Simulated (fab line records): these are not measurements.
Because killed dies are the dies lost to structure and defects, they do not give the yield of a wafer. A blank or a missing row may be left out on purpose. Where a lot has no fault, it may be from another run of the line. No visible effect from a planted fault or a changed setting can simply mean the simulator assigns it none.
Which tool was responsible? / flow nand_harc / Sampling: 23 lots, 69 wafers, 3 of 1159 route steps

## WHAT THE GAUGES SHOWED, per wafer
NHARC_P_M1_THK_MEAS_24: measures by xrf. Usual: thk_nm at 157.5 nm, with a standard deviation of 1.5.
lot=L074; measured=day 6 05:25; on=film_metro-02; thk_nm (nm)=158.6 157.4 157.5; flag=
lot=L075; measured=day 6 18:28; on=film_metro-01; thk_nm (nm)=157.4 159.5 159.6; flag=
lot=L076; measured=day 6 18:58; on=film_metro-01; thk_nm (nm)=159.2 158.2 156.1; flag=
lot=L077; measured=day 6 20:34; on=film_metro-02; thk_nm (nm)=154.1 155.2 156.5; flag=
lot=L079; measured=day 7 11:14; on=film_metro-01; thk_nm (nm)=158.7 159.1 159.9; flag=
lot=L078; measured=day 7 12:06; on=film_metro-02; thk_nm (nm)=155.8 156.6 158.5; flag=
lot=L080; measured=day 7 12:24; on=film_metro-01; thk_nm (nm)=156.4 155.8 157.2; flag=
lot=L083; measured=day 8 05:46; on=film_metro-02; thk_nm (nm)=159.5 160.0 158.1; flag=
lot=L082; measured=day 8 08:32; on=film_metro-02; thk_nm (nm)=159.1 158.6 158.5; flag=
lot=L085; measured=day 8 19:36; on=film_metro-01; thk_nm (nm)=156.6 155.9 153.6; flag=
lot=L084; measured=day 8 19:55; on=film_metro-01; thk_nm (nm)=159.0 157.5 156.8; flag=
lot=L086; measured=day 9 08:29; on=film_metro-02; thk_nm (nm)=158.9 161.4 157.4; flag=
lot=L088; measured=day 9 08:50; on=film_metro-01; thk_nm (nm)=158.3 156.9 156.1; flag=
lot=L087; measured=day 9 09:37; on=film_metro-01; thk_nm (nm)=156.7 158.8 160.0; flag=
lot=L089; measured=day 10 00:57; on=film_metro-01; thk_nm (nm)=157.2 157.4 158.7; flag=
lot=L090; measured=day 10 01:46; on=film_metro-02; thk_nm (nm)=155.8 155.3 157.5; flag=
lot=L092; measured=day 10 11:27; on=film_metro-02; thk_nm (nm)=155.8 156.4 157.8; flag=
lot=L091; measured=day 10 11:44; on=film_metro-02; thk_nm (nm)=158.7 158.2 158.9; flag=
lot=L093; measured=day 10 15:25; on=film_metro-01; thk_nm (nm)=160.5 158.8 156.9; flag=
lot=L094; measured=day 11 03:22; on=film_metro-01; thk_nm (nm)=157.2 155.4 157.5; flag=
lot=L095; measured=day 11 07:53; on=film_metro-01; thk_nm (nm)=158.8 156.4 157.6; flag=
lot=L097; measured=day 11 12:42; on=film_metro-02; thk_nm (nm)=156.5 155.5 155.1; flag=
lot=L096; measured=day 11 13:49; on=film_metro-01; thk_nm (nm)=158.1 158.9 157.0; flag=

## EACH LOT AND THE TOOL THAT RAN IT (in order: tool; ch and the chambers of the sampled wafers; start)
lot=L074; NHARC_P_M1_ETCH_28=rie_diel-06 ch 2,3, day 6 04:45 or earlier; NHARC_P_M1_ANNEAL_31=rtp_anneal-02 ch 0, day 6 04:45
lot=L075; NHARC_P_M1_ETCH_28=rie_diel-06 ch 1,2, day 6 17:58 or earlier; NHARC_P_M1_ANNEAL_31=rtp_anneal-01 ch 0, day 6 17:58
lot=L076; NHARC_P_M1_ETCH_28=rie_diel-04 ch 0,2, day 6 18:17 or earlier; NHARC_P_M1_ANNEAL_31=rtp_anneal-02 ch 0, day 6 18:17
lot=L077; NHARC_P_M1_ETCH_28=rie_diel-04 ch 0,1,2, day 6 19:53 or earlier; NHARC_P_M1_ANNEAL_31=rtp_anneal-02 ch 0, day 6 19:53
lot=L079; NHARC_P_M1_ETCH_28=rie_diel-06 ch 0,1,3, day 7 10:37 or earlier; NHARC_P_M1_ANNEAL_31=rtp_anneal-01 ch 0, day 7 10:37
lot=L078; NHARC_P_M1_ETCH_28=rie_diel-06 ch 0,1,2, day 7 11:29 or earlier; NHARC_P_M1_ANNEAL_31=rtp_anneal-02 ch 0, day 7 11:29
lot=L080; NHARC_P_M1_ETCH_28=rie_diel-01 ch 0,1, day 7 11:45 or earlier; NHARC_P_M1_ANNEAL_31=rtp_anneal-02 ch 0, day 7 11:45
lot=L083; NHARC_P_M1_ETCH_28=rie_diel-01 ch 0,1,2, day 8 05:12 or earlier; NHARC_P_M1_ANNEAL_31=rtp_anneal-02 ch 0, day 8 05:12
lot=L082; NHARC_P_M1_ETCH_28=rie_diel-04 ch 0,1,2, day 8 07:55 or earlier; NHARC_P_M1_ANNEAL_31=rtp_anneal-02 ch 0, day 8 07:55
lot=L085; NHARC_P_M1_ETCH_28=rie_diel-06 ch 0,1, day 8 18:56 or earlier; NHARC_P_M1_ANNEAL_31=rtp_anneal-01 ch 0, day 8 18:56
lot=L084; NHARC_P_M1_ETCH_28=rie_diel-01 ch 0,1,2, day 8 19:18 or earlier; NHARC_P_M1_ANNEAL_31=rtp_anneal-01 ch 0, day 8 19:18
lot=L086; NHARC_P_M1_ETCH_28=rie_diel-04 ch 1,3, day 9 07:49 or earlier; NHARC_P_M1_ANNEAL_31=rtp_anneal-01 ch 0, day 9 07:49
lot=L088; NHARC_P_M1_ETCH_28=rie_diel-06 ch 1,3, day 9 08:11 or earlier; NHARC_P_M1_ANNEAL_31=rtp_anneal-02 ch 0, day 9 08:11
lot=L087; NHARC_P_M1_ETCH_28=rie_diel-04 ch 0,3, day 9 09:00 or earlier; NHARC_P_M1_ANNEAL_31=rtp_anneal-01 ch 0, day 9 09:00
lot=L089; NHARC_P_M1_ETCH_28=rie_diel-04 ch 0,1, day 10 00:20 or earlier; NHARC_P_M1_ANNEAL_31=rtp_anneal-01 ch 0, day 10 00:20
lot=L090; NHARC_P_M1_ETCH_28=rie_diel-06 ch 0,3, day 10 01:06 or earlier; NHARC_P_M1_ANNEAL_31=rtp_anneal-01 ch 0, day 10 01:06
lot=L092; NHARC_P_M1_ETCH_28=rie_diel-06 ch 1, day 10 09:24; NHARC_P_M1_ANNEAL_31=rtp_anneal-02 ch 0, day 10 10:47
lot=L091; NHARC_P_M1_ETCH_28=rie_diel-01 ch 0,1, day 10 11:05 or earlier; NHARC_P_M1_ANNEAL_31=rtp_anneal-01 ch 0, day 10 11:05
lot=L093; NHARC_P_M1_ETCH_28=rie_diel-01 ch 0,3, day 10 14:49 or earlier; NHARC_P_M1_ANNEAL_31=rtp_anneal-02 ch 0, day 10 14:49
lot=L094; NHARC_P_M1_ETCH_28=rie_diel-01 ch 0,1, day 11 02:48 or earlier; NHARC_P_M1_ANNEAL_31=rtp_anneal-01 ch 0, day 11 02:48
lot=L095; NHARC_P_M1_ETCH_28=rie_diel-04 ch 0,2, day 11 07:17 or earlier; NHARC_P_M1_ANNEAL_31=rtp_anneal-02 ch 0, day 11 07:17
lot=L097; NHARC_P_M1_ETCH_28=rie_diel-04 ch 2,3, day 11 12:02 or earlier; NHARC_P_M1_ANNEAL_31=rtp_anneal-02 ch 0, day 11 12:02
lot=L096; NHARC_P_M1_ETCH_28=rie_diel-06 ch 0,1,2, day 11 13:08 or earlier; NHARC_P_M1_ANNEAL_31=rtp_anneal-02 ch 0, day 11 13:08
- NHARC_P_M1_ETCH_28: etches the open film in CF4/N2, target depth 30 nm, time 72.99 s.
- NHARC_P_M1_ANNEAL_31: time 90 s.

## WHAT THE TOOLS THEMSELVES READ (means of the sampled wafers that have a number; where no wafer has one, the mark that the record gives instead)
NHARC_P_M1_ETCH_28. Usual: drypump_motor_current_A 5.9 A, standard deviation 0.53; oes_product_au 1.000 a.u., standard deviation 0.0086; rf_fwd_power_W 297.0 W, standard deviation 1.1; rf_vpp_V 314.2 V, standard deviation 2.1; showerhead_plenum_p_Torr 2.63 Torr, standard deviation 0.11; throttle_valve_pct 19.795 %, standard deviation 0.0099.
lot=L074; tool=rie_diel-06; drypump_motor_current_A (A)=5.6; oes_product_au (a.u.)=1.002; rf_fwd_power_W (W)=296.6; rf_vpp_V (V)=315.6; showerhead_plenum_p_Torr (Torr)=2.67; throttle_valve_pct (%)=19.800; flag=
lot=L075; tool=rie_diel-06; drypump_motor_current_A (A)=5.8; oes_product_au (a.u.)=0.995; rf_fwd_power_W (W)=296.4; rf_vpp_V (V)=314.9; showerhead_plenum_p_Torr (Torr)=2.61; throttle_valve_pct (%)=19.793; flag=
lot=L076; tool=rie_diel-04; drypump_motor_current_A (A)=5.5; oes_product_au (a.u.)=0.994; rf_fwd_power_W (W)=296.7; rf_vpp_V (V)=314.4; showerhead_plenum_p_Torr (Torr)=2.65; throttle_valve_pct (%)=19.796; flag=
lot=L077; tool=rie_diel-04; drypump_motor_current_A (A)=5.6; oes_product_au (a.u.)=0.994; rf_fwd_power_W (W)=297.0; rf_vpp_V (V)=314.1; showerhead_plenum_p_Torr (Torr)=2.60; throttle_valve_pct (%)=19.795; flag=
lot=L079; tool=rie_diel-06; drypump_motor_current_A (A)=6.2; oes_product_au (a.u.)=0.998; rf_fwd_power_W (W)=297.6; rf_vpp_V (V)=315.2; showerhead_plenum_p_Torr (Torr)=2.69; throttle_valve_pct (%)=19.800; flag=
lot=L078; tool=rie_diel-06; drypump_motor_current_A (A)=6.1; oes_product_au (a.u.)=1.000; rf_fwd_power_W (W)=298.3; rf_vpp_V (V)=314.9; showerhead_plenum_p_Torr (Torr)=2.66; throttle_valve_pct (%)=19.798; flag=
lot=L080; tool=rie_diel-01; drypump_motor_current_A (A)=5.8; oes_product_au (a.u.)=1.003; rf_fwd_power_W (W)=297.2; rf_vpp_V (V)=314.9; showerhead_plenum_p_Torr (Torr)=2.65; throttle_valve_pct (%)=19.802; flag=
lot=L083; tool=rie_diel-01; drypump_motor_current_A (A)=5.7; oes_product_au (a.u.)=1.007; rf_fwd_power_W (W)=297.3; rf_vpp_V (V)=316.3; showerhead_plenum_p_Torr (Torr)=2.70; throttle_valve_pct (%)=19.801; flag=
lot=L082; tool=rie_diel-04; drypump_motor_current_A (A)=5.6; oes_product_au (a.u.)=0.998; rf_fwd_power_W (W)=296.5; rf_vpp_V (V)=314.1; showerhead_plenum_p_Torr (Torr)=2.59; throttle_valve_pct (%)=19.797; flag=
lot=L085; tool=rie_diel-06; drypump_motor_current_A (A)=6.4; oes_product_au (a.u.)=1.004; rf_fwd_power_W (W)=297.1; rf_vpp_V (V)=315.2; showerhead_plenum_p_Torr (Torr)=2.72; throttle_valve_pct (%)=19.792; flag=
lot=L084; tool=rie_diel-01; drypump_motor_current_A (A)=5.7; oes_product_au (a.u.)=0.998; rf_fwd_power_W (W)=296.6; rf_vpp_V (V)=315.3; showerhead_plenum_p_Torr (Torr)=2.70; throttle_valve_pct (%)=19.790; flag=
lot=L086; tool=rie_diel-04; drypump_motor_current_A (A)=5.7; oes_product_au (a.u.)=0.988; rf_fwd_power_W (W)=297.8; rf_vpp_V (V)=312.0; showerhead_plenum_p_Torr (Torr)=2.53; throttle_valve_pct (%)=19.802; flag=
lot=L088; tool=rie_diel-06; drypump_motor_current_A (A)=6.1; oes_product_au (a.u.)=1.012; rf_fwd_power_W (W)=297.2; rf_vpp_V (V)=313.5; showerhead_plenum_p_Torr (Torr)=2.60; throttle_valve_pct (%)=19.797; flag=
lot=L087; tool=rie_diel-04; drypump_motor_current_A (A)=5.5; oes_product_au (a.u.)=0.991; rf_fwd_power_W (W)=296.0; rf_vpp_V (V)=314.4; showerhead_plenum_p_Torr (Torr)=2.64; throttle_valve_pct (%)=19.785; flag=
lot=L089; tool=rie_diel-04; drypump_motor_current_A (A)=5.1; oes_product_au (a.u.)=0.994; rf_fwd_power_W (W)=297.3; rf_vpp_V (V)=314.3; showerhead_plenum_p_Torr (Torr)=2.66; throttle_valve_pct (%)=19.801; flag=
lot=L090; tool=rie_diel-06; drypump_motor_current_A (A)=6.3; oes_product_au (a.u.)=1.005; rf_fwd_power_W (W)=297.3; rf_vpp_V (V)=317.4; showerhead_plenum_p_Torr (Torr)=2.78; throttle_valve_pct (%)=19.786; flag=
lot=L092; tool=rie_diel-06; drypump_motor_current_A (A)=6.3; oes_product_au (a.u.)=1.005; rf_fwd_power_W (W)=296.5; rf_vpp_V (V)=312.6; showerhead_plenum_p_Torr (Torr)=2.54; throttle_valve_pct (%)=19.794; flag=
lot=L091; tool=rie_diel-01; drypump_motor_current_A (A)=6.0; oes_product_au (a.u.)=0.996; rf_fwd_power_W (W)=296.2; rf_vpp_V (V)=315.3; showerhead_plenum_p_Torr (Torr)=2.67; throttle_valve_pct (%)=19.793; flag=
lot=L093; tool=rie_diel-01; drypump_motor_current_A (A)=6.4; oes_product_au (a.u.)=1.011; rf_fwd_power_W (W)=296.6; rf_vpp_V (V)=313.9; showerhead_plenum_p_Torr (Torr)=2.63; throttle_valve_pct (%)=19.802; flag=
lot=L094; tool=rie_diel-01; drypump_motor_current_A (A)=6.0; oes_product_au (a.u.)=0.998; rf_fwd_power_W (W)=297.8; rf_vpp_V (V)=314.7; showerhead_plenum_p_Torr (Torr)=2.67; throttle_valve_pct (%)=19.781; flag=
lot=L095; tool=rie_diel-04; drypump_motor_current_A (A)=5.5; oes_product_au (a.u.)=0.993; rf_fwd_power_W (W)=297.8; rf_vpp_V (V)=314.5; showerhead_plenum_p_Torr (Torr)=2.65; throttle_valve_pct (%)=19.790; flag=
lot=L097; tool=rie_diel-04; drypump_motor_current_A (A)=6.3; oes_product_au (a.u.)=0.997; rf_fwd_power_W (W)=296.1; rf_vpp_V (V)=313.1; showerhead_plenum_p_Torr (Torr)=2.50; throttle_valve_pct (%)=19.792; flag=
lot=L096; tool=rie_diel-06; drypump_motor_current_A (A)=6.1; oes_product_au (a.u.)=1.003; rf_fwd_power_W (W)=297.4; rf_vpp_V (V)=314.7; showerhead_plenum_p_Torr (Torr)=2.66; throttle_valve_pct (%)=19.798; flag=

NHARC_P_M1_ANNEAL_31. Usual: wafer_temp_C_max at 226.1, with a standard deviation of 0.42.
lot=L074 tool=rtp_anneal-02 wafer_temp_C_max=226.3 flag=
lot=L075 tool=rtp_anneal-01 wafer_temp_C_max=225.9 flag=
lot=L076 tool=rtp_anneal-02 wafer_temp_C_max=226.4 flag=
lot=L077 tool=rtp_anneal-02 wafer_temp_C_max=226.7 flag=
lot=L079 tool=rtp_anneal-01 wafer_temp_C_max=225.7 flag=
lot=L078 tool=rtp_anneal-02 wafer_temp_C_max=226.5 flag=
lot=L080 tool=rtp_anneal-02 wafer_temp_C_max=226.4 flag=
lot=L083 tool=rtp_anneal-02 wafer_temp_C_max=226.5 flag=
lot=L082 tool=rtp_anneal-02 wafer_temp_C_max=226.3 flag=
lot=L085 tool=rtp_anneal-01 wafer_temp_C_max=225.4 flag=
lot=L084 tool=rtp_anneal-01 wafer_temp_C_max=225.7 flag=
lot=L086 tool=rtp_anneal-01 wafer_temp_C_max=225.8 flag=
lot=L088 tool=rtp_anneal-02 wafer_temp_C_max=226.6 flag=
lot=L087 tool=rtp_anneal-01 wafer_temp_C_max=225.5 flag=
lot=L089 tool=rtp_anneal-01 wafer_temp_C_max=225.8 flag=
lot=L090 tool=rtp_anneal-01 wafer_temp_C_max=225.9 flag=
lot=L092 tool=rtp_anneal-02 wafer_temp_C_max=226.3 flag=
lot=L091 tool=rtp_anneal-01 wafer_temp_C_max=225.7 flag=
lot=L093 tool=rtp_anneal-02 wafer_temp_C_max=226.1 flag=
lot=L094 tool=rtp_anneal-01 wafer_temp_C_max=225.9 flag=
lot=L095 tool=rtp_anneal-02 wafer_temp_C_max=226.2 flag=
lot=L097 tool=rtp_anneal-02 wafer_temp_C_max=226.4 flag=
lot=L096 tool=rtp_anneal-02 wafer_temp_C_max=226.5 flag=

## THE ANSWER, worked out from the rows above alone
Rule: lot off if the mean of its wafers having a number is beyond 3 standard deviations from the usual mean. A lot without any number at a reading at which 4 lots or more have one is off too. Any other lot the step has rows for is counted as sound. After the gauges, taken in route order, come the tools' own readings; for these a lot's mean is taken, as printed above. At the first step where some lot is off, the reading lying furthest off is the one used; lots without a number count as furthest.
Across all readings shown, no lot is off: no conclusion can be drawn from this.

## WHAT THE SIMULATOR PUT IN
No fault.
